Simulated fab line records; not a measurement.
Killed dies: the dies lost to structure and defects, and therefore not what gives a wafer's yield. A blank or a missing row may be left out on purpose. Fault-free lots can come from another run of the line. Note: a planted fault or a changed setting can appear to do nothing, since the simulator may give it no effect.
fab line records	flow nand-harc
record lots=12	wafers=36	last-day=33
route steps=1302 shown A_CONTACT@1004
lots untouched by any fault: they come from a run of this same line in which no faults occurred
start-h: start of the lot's first displayed wafer, in hours after the record's first day	wait-h: hours since the lot's step before	" identical to the entry in the row above	L1.1+2: one row covering several wafers at once	- value missing, or start not given	* or withheld: withheld	< > ~ a bound
route shown NAME@n: NAME is a module with steps in the file, n the number in the route of the first one	usual: mean/standard deviation taken from wafers without a fault	same: alike in all rows	chamber/n: place in a boat	sites: per-site readings	_std_site: their standard deviation	_edge_site: outer sites' mean less inner sites'	radius-mm: how far each site lies from the wafer's centre	mask NAME#n: copy n	behind: the most recent tool/chamber to have shaped the wafer	hold: what put the lot on hold/how long, in hours/how the hold closed	device: names the non-switching transistor (n, p or np)	end of line: at the end of the route, the tests of the same wafers	step lacking rows: just its recipe	killed: count of dies lost to structure and defects at first sort (not the wafer's yield)	map: shows each die of a wafer: x if killed, . if not, _ if none is there
set.NAME: setting as actually run; set.NAME@STEP: the setting as run at that earlier step	model.NAME: the simulator's own value behind a step, which no gauge read
route steps across a sampled set of lots; one table per step, one row per wafer
services: the hour from which a tool's chamber was out of use, counted from the record's first day as start-h (under 0 if before that day), plus the number of hours and why
## steps
# step NHARC_A_CONTACT_ETCH_51
# recipe target-depth-a=70000	over-etch-frac=0.3	time-s=1820	ion-energy-ev=150	o2-flow-sccm=400	cos-flow-sccm=20	ar-flow-sccm=0	rf-w=500	bias-w=300	chemistry=O2/COS
# usual drypump-motor-current-A=5.6/0.48	oes-product-au=1.000/0.0067	rf-vpp-V=314.3/2	showerhead-plenum-p-Torr=3.14/0.13	throttle-valve-pct=28.330/0.0095
# same time-s=1820
lot.wafer	tool	chamber	start-h	wait-h	drypump-motor-current-A	oes-product-au	rf-hours-counter-h	rf-vpp-V	showerhead-plenum-p-Torr	throttle-valve-pct
L802.3	rie-diel-04	0	-	-	5.8	0.996	37	314.3	3.11	28.325
L802.4	"	2	"	"	5.8	0.996	38	317.0	3.30	28.326
L802.6	"	0	"	"	5.8	0.991	-	313.9	3.11	28.319
L804.4	rie-diel-08	1	-	-	6.0	0.996	39	318.5	3.35	28.340
L804.6	"	2	"	"	5.5	1.007	-	311.8	2.98	28.344
L804.5	"	3	"	"	5.7	1.002	-	312.1	3.04	28.339
L805.2	rie-diel-04	1	-	-	4.8	1.006	43	311.4	2.97	28.333
L805.1	"	3	"	"	5.3	1.006	45	314.6	3.20	28.347
L805.4	"	0	"	"	5.8	1.000	44	314.8	3.11	28.330
L807.1	rie-diel-09	3	-	-	5.4	1.001	5	314.0	3.22	28.336
L807.3	"	2	"	"	5.1	1.005	5	313.9	3.07	28.346
L807.5	"	0	"	"	6.4	0.993	-	315.1	3.23	28.313
L809.4	rie-diel-09	1	-	-	6.5	1.000	9	313.4	3.04	28.331
L809.1	"	2	"	"	5.1	0.996	7	313.3	3.07	28.327
L809.2	"	0	"	"	6.4	0.991	10	316.6	3.22	28.354
L813.3	rie-diel-04	1	-	-	4.8	1.013	19	312.2	2.95	28.321
L813.1	"	2	"	"	5.8	1.000	18	315.2	3.29	28.344
L813.5	"	0	"	"	5.8	1.004	-	314.2	3.09	28.333
L819.3	rie-diel-09	3	-	-	5.4	1.004	24	316.5	3.21	28.347
L819.2	"	0	"	"	6.4	0.994	21	315.5	3.22	28.324
L819.5	"	2	"	"	5.1	1.000	-	312.9	3.06	28.309
L818.1	rie-diel-08	3	-	-	5.7	1.007	36	312.1	3.01	28.321
L818.2	"	0	"	"	5.3	1.000	30	315.7	3.26	28.332
L818.6	"	2	"	"	5.5	1.001	-	311.4	2.96	28.324
L821.4	rie-diel-04	2	-	-	5.8	1.002	-	317.1	3.27	28.332
L821.5	"	3	"	"	5.3	0.999	-	315.5	3.17	28.342
L821.6	"	1	"	"	4.8	1.005	-	312.2	2.94	28.342
L823.1	rie-diel-08	0	-	-	5.3	0.996	39	317.2	3.26	28.331
L823.2	"	2	"	"	5.4	0.995	43	312.4	2.95	28.328
L823.6	"	1	"	"	6.0	0.990	-	316.4	3.32	28.328
L824.2	rie-diel-04	2	-	-	5.8	0.995	49	317.0	3.27	28.341
L824.6	"	0	"	"	5.8	1.011	-	313.0	3.08	28.336
L824.5	"	1	"	"	4.8	0.996	-	311.2	2.94	28.327
L825.1	rie-diel-09	3	-	-	5.4	1.004	7	316.5	3.21	28.328
L825.2	"	1	"	"	6.6	0.991	6	313.7	3.03	28.343
L825.5	"	3	"	"	5.4	1.004	-	316.1	3.21	28.352
# step NHARC_A_CONTACT_ETCH_113
# recipe source-w=withheld	pressure-mtorr=20	bias-v=3000	time-s=190	target-depth-a=18500	ar-flow-sccm=withheld	c4f8-flow-sccm=withheld	o2-flow-sccm=withheld	chemistry=C4F8/O2/Ar
# same time-s=190
lot.wafer	tool	chamber	start-h	wait-h	rf-hours-counter-h
L802.4	har-cap-etch-01	0	484.55	0.1	-
L802.3	"	1	"	"	-
L802.6	"	1	"	"	-
L804.4	har-cap-etch-02	1	506.45	0.1	-
L804.5	"	1	"	"	-
L804.6	"	0	"	"	-
L805.1	har-cap-etch-03	0	511.38	0.1	43
L805.2	"	1	"	"	43
L805.4	"	0	"	"	-
L807.1	har-cap-etch-03	0	541.03	0.1	48
L807.3	"	1	"	"	-
L807.5	"	1	"	"	-
L809.2	har-cap-etch-03	1	552.42	0.1	50
L809.1	"	0	"	"	50
L809.4	"	1	"	"	-
L813.1	har-cap-etch-03	1	598.72	0.1	58
L813.3	"	1	"	"	-
L813.5	"	1	"	"	-
L819.2	har-cap-etch-01	1	649.91	0.1	24
L819.3	"	0	"	"	-
L819.5	"	0	"	"	-
L818.2	har-cap-etch-02	0	664.49	0.1	115
L818.1	"	1	"	"	115
L818.6	"	0	"	"	-
L821.4	har-cap-etch-02	0	687.61	0.1	-
L821.6	"	1	"	"	-
L821.5	"	0	"	"	-
L823.1	har-cap-etch-01	0	695.67	0.1	30
L823.2	"	1	"	"	30
L823.6	"	1	"	"	-
L824.2	har-cap-etch-02	0	695.94	0.2	122
L824.6	"	0	"	"	-
L824.5	"	1	"	"	-
L825.2	har-cap-etch-02	1	717.48	0.1	128
L825.1	"	0	"	"	128
L825.5	"	1	"	"	-
# step NHARC_A_CONTACT_ETCH_122
# recipe source-w=withheld	pressure-mtorr=20	bias-v=3000	time-s=190	target-depth-a=18500	ar-flow-sccm=withheld	c4f8-flow-sccm=withheld	o2-flow-sccm=withheld	chemistry=C4F8/O2/Ar
# same time-s=190
lot.wafer	tool	chamber	start-h	wait-h	rf-hours-counter-h
L802.4	har-cap-etch-01	0	486.09	0.1	-
L802.3	"	1	"	"	-
L802.6	"	1	"	"	-
L804.4	har-cap-etch-02	1	507.99	0.1	-
L804.5	"	1	"	"	-
L804.6	"	0	"	"	-
L805.1	har-cap-etch-03	0	513.14	0.2	44
L805.2	"	1	"	"	44
L805.4	"	0	"	"	-
L807.1	har-cap-etch-03	0	542.57	0.1	49
L807.3	"	1	"	"	-
L807.5	"	1	"	"	-
L809.2	har-cap-etch-03	1	553.95	0.1	52
L809.1	"	0	"	"	52
L809.4	"	1	"	"	-
L813.1	har-cap-etch-03	1	600.27	0.1	60
L813.3	"	1	"	"	-
L813.5	"	1	"	"	-
L819.2	har-cap-etch-01	1	651.44	0.1	25
L819.3	"	0	"	"	-
L819.5	"	0	"	"	-
L818.2	har-cap-etch-02	0	666.03	0.1	117
L818.1	"	1	"	"	117
L818.6	"	0	"	"	-
L821.4	har-cap-etch-02	0	689.14	0.1	-
L821.6	"	1	"	"	-
L821.5	"	0	"	"	-
L823.1	har-cap-etch-01	0	697.21	0.1	31
L823.2	"	1	"	"	31
L823.6	"	1	"	"	-
L824.2	har-cap-etch-02	0	698.00	0.2	124
L824.6	"	0	"	"	-
L824.5	"	1	"	"	-
L825.2	har-cap-etch-02	1	719.02	0.1	129
L825.1	"	0	"	"	129
L825.5	"	1	"	"	-
# step NHARC_A_CONTACT_ETCH_90
# recipe target-depth-a=400	over-etch-frac=0.5	time-s=85.7	ion-energy-ev=120	ch3f-flow-sccm=50	o2-flow-sccm=30	ar-flow-sccm=200	rf-w=500	bias-w=100	chemistry=CH3F/O2
# usual drypump-motor-current-A=5.8/0.54	oes-product-au=0.96/0.036	rf-vpp-V=244.6/1.5	showerhead-plenum-p-Torr=2.47/0.091	throttle-valve-pct=20.663/0.0087
# same time-s=85.7
lot.wafer	tool	chamber	start-h	wait-h	drypump-motor-current-A	oes-product-au	rf-hours-counter-h	rf-vpp-V	showerhead-plenum-p-Torr	throttle-valve-pct
L802.3	rie-diel-09	0	487.20	0.6	6.3	0.92	27	245.4	2.55	20.661
L802.4	"	1	"	"	6.5	0.92	27	242.7	2.40	20.668
L802.6	"	3	"	"	5.4	0.93	-	244.1	2.54	20.659
L804.4	rie-diel-08	1	509.13	0.8	6.0	0.92	41	247.2	2.64	20.662
L804.6	"	2	"	"	5.5	0.92	-	243.3	2.34	20.650
L804.5	"	3	"	"	5.7	0.92	-	243.6	2.39	20.665
L805.1	rie-diel-09	2	514.51	1.0	5.1	0.98	1	243.7	2.42	20.658
L805.4	"	3	"	"	5.5	1.00	1	246.1	2.54	20.652
L805.2	"	0	"	"	6.3	0.99	1	246.3	2.54	20.659
L807.3	rie-diel-09	1	543.73	0.8	6.5	0.93	7	242.8	2.40	20.659
L807.1	"	2	"	"	5.1	0.92	6	242.1	2.41	20.662
L807.5	"	1	"	"	6.5	0.93	-	242.5	2.40	20.668
L809.2	rie-diel-08	3	555.15	0.9	5.7	0.99	0	242.3	2.38	20.669
L809.1	"	1	"	"	6.0	1.00	0	246.8	2.64	20.662
L809.4	"	2	"	"	5.4	1.01	0	242.5	2.34	20.654
L813.3	rie-diel-08	2	601.40	0.6	5.4	0.78	14	243.7	2.33	20.680
L813.1	"	3	"	"	5.7	1.00	14	243.1	2.38	20.651
L813.5	"	2	"	"	5.4	0.78	-	242.1	2.33	20.674
L819.2	rie-diel-09	0	652.61	0.9	6.4	0.92	21	246.1	2.54	20.681
L819.3	"	2	"	"	5.1	0.93	25	243.4	2.41	20.666
L819.5	"	3	"	"	5.5	0.94	-	244.5	2.53	20.667
L818.1	rie-diel-08	1	667.19	0.8	6.0	0.93	39	246.1	2.62	20.658
L818.2	"	2	"	"	5.4	0.93	36	243.9	2.33	20.667
L818.6	"	3	"	"	5.7	0.93	-	244.9	2.37	20.666
L821.4	rie-diel-09	0	690.26	0.7	6.4	0.99	1	244.8	2.54	20.674
L821.6	"	1	"	"	6.5	0.99	-	243.0	2.39	20.670
L821.5	"	2	"	"	5.1	0.99	-	244.4	2.41	20.661
L823.2	rie-diel-08	3	698.35	0.8	5.7	0.93	46	243.8	2.36	20.665
L823.1	"	1	"	"	6.0	0.90	48	246.5	2.62	20.655
L823.6	"	3	"	"	5.7	0.93	-	242.6	2.36	20.668
L824.2	rie-diel-09	1	699.40	1.1	6.6	0.99	3	243.6	2.39	20.656
L824.5	"	3	"	"	5.4	1.00	-	246.0	2.53	20.686
L824.6	"	0	"	"	6.4	0.99	-	245.1	2.53	20.655
L825.1	rie-diel-09	0	720.16	0.8	6.4	0.92	8	244.8	2.53	20.669
L825.2	"	3	"	"	5.4	0.93	8	245.5	2.53	20.664
L825.5	"	1	"	"	6.5	0.92	-	243.7	2.39	20.662
## services
tool	chamber	start-h	hours	kind
rie-diel-09	0	476.55	-	clean
rie-diel-09	1	476.55	-	clean
rie-diel-09	2	476.55	-	clean
rie-diel-09	3	476.55	-	clean
har-cap-etch-01	-	497.00	17.0	pm
rie-diel-09	2	497.25	9.1	repair
rie-diel-09	-	497.34	9.0	pm
rie-diel-09	0	497.34	9.0	vent-cycle
rie-diel-09	1	497.34	9.0	vent-cycle
rie-diel-09	3	497.34	9.0	vent-cycle
rie-diel-04	-	533.20	9.0	pm
rie-diel-04	2	556.72	1.8	repair
rie-diel-09	0	581.81	9.6	repair
rie-diel-09	1	587.72	7.1	repair
rie-diel-08	0	589.91	4.2	repair
har-cap-etch-03	-	615.84	2.5	repair
rie-diel-08	0	648.43	6.6	repair
har-cap-etch-03	-	672.17	0.1	repair
har-cap-etch-02	-	672.76	0.7	repair
rie-diel-09	-	674.34	9.0	pm
rie-diel-04	-	682.47	1.1	repair
rie-diel-04	3	695.41	1.6	repair
har-cap-etch-01	-	698.50	0.9	repair
rie-diel-04	-	710.20	9.0	pm
## key
first-sign step=NHARC_A_CONTACT_ETCH_90	reading=oes-product-au	direction=down	sigmas=4.9	usual=0.96	struck=0.78
effect none on later readings
met-at NHARC_A_CONTACT_ETCH_90
struck-lots L813
struck-wafers L813.3,L813.5
tester-left-out L813
not-acting-at NHARC_A_CONTACT_ETCH_51,NHARC_A_CONTACT_ETCH_113,NHARC_A_CONTACT_ETCH_122
onset-between 555.15 601.40
fault kind=process-parameter-drift	tool=rie-diel-08	chamber=2	onset-h=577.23	steps=NHARC_A_CONTACT_ETCH_90	channel=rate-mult	offset=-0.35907	shape=step	end-h=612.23
# tester-left-out: of these lots the tester's yield and bins aren't shown, on N5 and GAA mostly nor the transistor test; their killed dies are dies lost to structure and defects alone, not to doping, threshold or leakage, so they don't give the yield
